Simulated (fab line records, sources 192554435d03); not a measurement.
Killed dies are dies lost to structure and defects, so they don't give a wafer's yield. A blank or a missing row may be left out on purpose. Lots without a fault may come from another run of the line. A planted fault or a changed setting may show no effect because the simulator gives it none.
Chamber matching | flow n5_finfet | N5_BEOL_M7_DEP_56 on pecvd-01: 3 sister chambers
The step deposits SiCN from 3MS/NH3, target thk 10 nm, time 17.5 s. 3 wafers are shown with their chamber, then 7 later ones without.

WAFERS WITH THEIR CHAMBER
wafer  | chamber | throttle_valve_pct (%)
L082.5 | 1       | 8.6
L084.1 | 2       | 7.7
L084.5 | 0       | 9.7

WAFERS WITHOUT THEIR CHAMBER
wafer  | throttle_valve_pct (%)
L084.6 | 8.7
L093.1 | 8.0
L093.4 | 9.6
L093.5 | 8.9
L097.1 | 8.7
L097.5 | 8.5
L097.6 | 7.9

WHICH CHAMBER EACH WENT THROUGH
wafer  | from the rows above     | in truth
L084.6 | 1                       | 1
L093.1 | can't be placed: 2 or 1 | 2
L093.4 | 0                       | 0
L093.5 | 1                       | 1
L097.1 | 1                       | 1
L097.5 | 1                       | 1
L097.6 | 2                       | 2
Placed correctly: 6 of 7. Can't be placed from these rows: 1 (the true chamber is among the candidates in 1). Placed wrongly: 0.
How it was worked out, from the rows above alone: a wafer's distance from a chamber is the root of the sum, over the readings, of the square of ((its reading less the chamber's mean) divided by the reading's scatter). The wafer belongs to the nearest chamber; if the next one is less than 2 further off, it can't be placed. A chamber's mean is the mean of its shown wafers. The scatter: with one shown wafer a chamber, the root of the mean of the squares of how far each hidden wafer lies from its nearest shown one.
